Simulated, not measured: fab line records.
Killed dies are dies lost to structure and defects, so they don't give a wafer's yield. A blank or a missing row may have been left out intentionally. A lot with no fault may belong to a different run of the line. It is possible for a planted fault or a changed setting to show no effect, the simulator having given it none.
Chamber matching	flow nandHarc	NHARC_P_CONTACT_ETCH_35 on rieDiel-09: 4 sister chambers
The step etches the open film in CF4, target depth 39 nm, time 65 s. 8 wafers are shown with their chamber, then 7 later ones without.

== WAFERS PAIRED WITH THEIR CHAMBERS ==
wafer	chamber	drypumpMotorCurrentA (A)	oesProductAu (a.u.)
L587.6	2	5.8	1.004
L589.4	3	6.2	1.006
L589.6	0	5.7	0.999
L594.1	3	6.2	0.996
L594.3	1	6.2	0.989
L594.6	0	5.7	0.982
L596.2	1	6.3	1.004
L596.3	2	5.8	0.999

== WAFERS WHOSE CHAMBER IS MISSING ==
wafer	drypumpMotorCurrentA (A)	oesProductAu (a.u.)
L596.4	5.7	0.979
L602.3	5.7	0.987
L602.4	6.2	0.995
L602.5	6.2	1.003
L606.3	5.8	0.998
L606.4	6.2	1.017
L606.5	6.2	1.005

== WHICH CHAMBER EACH WENT THROUGH ==
wafer	from the rows above	in truth
L596.4	0	0
L602.3	0	0
L602.4	can't be placed: 3 or 1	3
L602.5	can't be placed: 3 or 1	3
L606.3	2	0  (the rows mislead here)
L606.4	can't be placed: 3 or 1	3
L606.5	can't be placed: 3 or 1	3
Correctly placed: 2 of 7. Can't be placed from these rows: 4 (the true chamber is among the candidates in 4). 1 placed wrongly.
How it was worked out, from the rows above alone: a wafer's distance from a chamber is the root of the sum, over the readings, of the square of ((its reading less the chamber's mean) divided by the reading's scatter). If the next closest chamber is less than 2 further off than the closest, the wafer can't be placed; otherwise it belongs to the closest. The mean given for a chamber averages the wafers shown for that chamber. The scatter: take each reading less its chamber's mean, square it, sum over the shown wafers, divide by the number of wafers less the number of chambers, and take the root.
